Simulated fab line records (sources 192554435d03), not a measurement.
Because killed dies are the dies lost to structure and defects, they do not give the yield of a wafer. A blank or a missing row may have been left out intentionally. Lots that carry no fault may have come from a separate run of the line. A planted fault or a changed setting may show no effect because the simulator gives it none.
A lot that was struck, set against a sound lot || flow n5Finfet || 15 steps out of a route of 1938
Sound: the wafers L168.2, L168.4, L168.6. Wafers L163.1, L163.3, L163.5 were the ones struck. The cause comes at the end.
At each step with rows: each side's tool, then ch and its chambers, then its first start. Under that, the readings that differ: sound wafers || struck wafers || difference of the means || sigmas: that difference in standard deviations of wafers without a fault.
alike: a reading whose means differ by less than 2 such deviations, as well as words and numbers matching on both sides. not compared: withheld readings; readings where some wafer has no value; bounds like >300 that might hide an equal value; numbers whose values overlap and for which the record gives no deviation.
Wherever a step has rows on one side only, a row that says differs or no value, or a row with sigmas, the two part there. Non-overlapping numbers with no deviation appear without sigmas and do not part them. A reading missing from all wafers of one side parts the sides only when that side holds two or more wafers.

first, 1 step without rows for these wafers: N5_PASSIVATION_HARDBAKE_31 (time 120 s).
N5_PASSIVATION_CD_MEAS_30: the cd target is 4000 nm.
  sound on cdSem-03 ch 0, day 18 11:35; struck on cdSem-03 ch 0, day 16 15:37
  alike: cdNm
N5_PASSIVATION_OVL_MEAS_63:
  sound on overlay-01 ch 0, day 18 11:37; struck on overlay-02 ch 0, day 16 15:38
  alike: PAD_OVL
N5_PASSIVATION_INSPECT_64: inspects for defects (macro).
  sound on defectInspect-01 at day 18 11:39; struck on defectInspect-02 at day 16 15:40
{"reading": "rawDefectCount", "sound": "0 2 1", "struck": "2 7 3", "difference": "+3", "sigmas": "+2"}
N5_PASSIVATION_DESCUM_32: chemistry O2, time 7.9 s.
  sound on rieDiel-05 ch 0,1, day 18 11:41; struck on rieDiel-04 ch 0,1,3, day 16 15:43
  alike: drypumpMotorCurrentA, oesProductAu, rfVppV, showerheadPlenumPTorr, throttleValvePct
  not compared: rfHoursCounterH
N5_PASSIVATION_AL_ETCH_33: etches Al in Cl2/BCl3, stops on TaN, target depth 2800 nm, time 466.7 s.
  sound on rieMetal-03 ch 0,1, day 18 11:46; struck on rieMetal-01 ch 0,1, day 16 15:48
  alike: drypumpMotorCurrentA, oesProductAu, throttleValvePct
  not compared: rfHoursCounterH
N5_PASSIVATION_ETCH_59: etches TaN in Cl2/BCl3, target depth 65 nm, time 34.9 s.
  sound on rieMetal-03 ch 0,1, day 18 12:10; struck on rieMetal-01 ch 0,1, day 16 16:12
  alike: drypumpMotorCurrentA, oesProductAu, throttleValvePct
  not compared: rfHoursCounterH
N5_PASSIVATION_STRIP_34: strips in O2.
  sound on rieDiel-03 ch 2,3, day 18 12:29; struck on rieDiel-04 ch 0,1, day 16 16:19
  alike: drypumpMotorCurrentA, oesProductAu, rfVppV, showerheadPlenumPTorr, throttleValvePct
  not compared: rfHoursCounterH
then, 4 steps without rows for these wafers: N5_PASSIVATION_STRIP_51 (strips in post etch residue remover, time 1200 s); N5_PASSIVATION_CLEAN_69 (cleans in IPA, time 180 s); N5_PASSIVATION_SRD_70 (time 30 s); N5_PASSIVATION_PECVD_53 (deposits SiO2 from TEOS/O2, target thk 800 nm, time 169.4 s).
N5_PASSIVATION_PECVD_35: deposits SiNx from SiH4/NH3/N2, target thk 700 nm, time 151.3 s.
  sound on pecvd-04 ch 0,2, day 18 13:05; struck on pecvd-02 ch 0,1,2, day 16 16:56
  no value came back on the struck wafers for any of 6 readings (chamberPressureTorr (Torr), heaterPowerOuterW (W) and others); on the sound wafers chamberPressureTorr (Torr) reads 4.890 4.882 4.914
then, 1 step without rows for these wafers: N5_PASSIVATION_HMDS_37 (time 60 s).
N5_PASSIVATION_PROBE_49:
  rows exist in the record for the struck wafers here (prober-02, day 16 20:39), but not for the sound ones

== WHERE THEY PART ==
At N5_PASSIVATION_INSPECT_64 first; at N5_PASSIVATION_PROBE_49 last (within this record only).

WHY: whatever the simulator had introduced
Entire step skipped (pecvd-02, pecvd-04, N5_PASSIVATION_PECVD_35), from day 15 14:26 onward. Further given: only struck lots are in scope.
